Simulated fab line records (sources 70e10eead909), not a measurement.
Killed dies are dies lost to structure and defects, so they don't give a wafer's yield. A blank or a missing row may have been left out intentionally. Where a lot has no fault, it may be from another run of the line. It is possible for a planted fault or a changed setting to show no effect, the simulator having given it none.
Chamber matching :: flow nandHarc :: cmp-03 running NHARC_A_STAIRCASE_CMP_152: 4 sister chambers
The step polishes. 16 wafers are shown with their chamber, then 8 later ones without.

== EACH WAFER AND ITS CHAMBER ==
wafer: L076.1
chamber: 3
motorCurrentA (A): 11.8

wafer: L076.2
chamber: 1
motorCurrentA (A): 12.9

wafer: L076.5
chamber: 2
motorCurrentA (A): 11.6

wafer: L080.3
chamber: 1
motorCurrentA (A): 12.9

wafer: L080.5
chamber: 2
motorCurrentA (A): 11.4

wafer: L080.6
chamber: 1
motorCurrentA (A): 12.2

wafer: L083.1
chamber: 3
motorCurrentA (A): 12.1

wafer: L083.4
chamber: 1
motorCurrentA (A): 12.9

wafer: L083.6
chamber: 2
motorCurrentA (A): 11.7

wafer: L084.2
chamber: 0
motorCurrentA (A): 12.5

wafer: L084.4
chamber: 3
motorCurrentA (A): 11.2

wafer: L084.6
chamber: 2
motorCurrentA (A): 11.6

wafer: L088.4
chamber: 3
motorCurrentA (A): 12.2

wafer: L088.5
chamber: 3
motorCurrentA (A): 12.3

wafer: L088.6
chamber: 2
motorCurrentA (A): 11.4

wafer: L091.2
chamber: 0
motorCurrentA (A): 12.6

SIGNATURES (averages over the wafers above)
reading: motorCurrentA
chamber 0: 12.550
chamber 1: 12.725
chamber 2: 11.540
chamber 3: 11.920
scatter within a chamber: 0.32
Rule: a wafer's distance from a chamber is the root of the sum, over the readings, of the square of ((its reading less the chamber's mean) divided by the reading's scatter). If the next closest chamber is less than 2 further off than the closest, the wafer can't be placed; otherwise it belongs to the closest. The scatter is the square root of a quotient: the sum, over the shown wafers, of each reading's squared deviation from its chamber's mean, divided by wafers minus chambers.

== WAFERS WITH NO CHAMBER GIVEN ==
wafer: L091.3
motorCurrentA (A): 11.4

wafer: L091.6
motorCurrentA (A): 12.8

wafer: L092.1
motorCurrentA (A): 12.2

wafer: L092.3
motorCurrentA (A): 12.9

wafer: L092.4
motorCurrentA (A): 11.3

wafer: L096.1
motorCurrentA (A): 12.5

wafer: L096.2
motorCurrentA (A): 13.1

wafer: L096.4
motorCurrentA (A): 11.4

== EACH ONE'S CHAMBER ==
wafer: L091.3
from the rows above: can't be placed: 2 or 3
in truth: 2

wafer: L091.6
from the rows above: can't be placed: 1 or 0
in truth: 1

wafer: L092.1
from the rows above: can't be placed: 3 or 0 or 1 or 2
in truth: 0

wafer: L092.3
from the rows above: can't be placed: 1 or 0
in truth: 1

wafer: L092.4
from the rows above: can't be placed: 2 or 3
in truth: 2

wafer: L096.1
from the rows above: can't be placed: 0 or 1 or 3
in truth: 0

wafer: L096.2
from the rows above: can't be placed: 1 or 0
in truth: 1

wafer: L096.4
from the rows above: can't be placed: 2 or 3
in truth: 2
0 of 8 placed correctly. Cannot be placed on the basis of these rows: 8; the candidates contain the true chamber in 8. Number placed wrongly: 0.
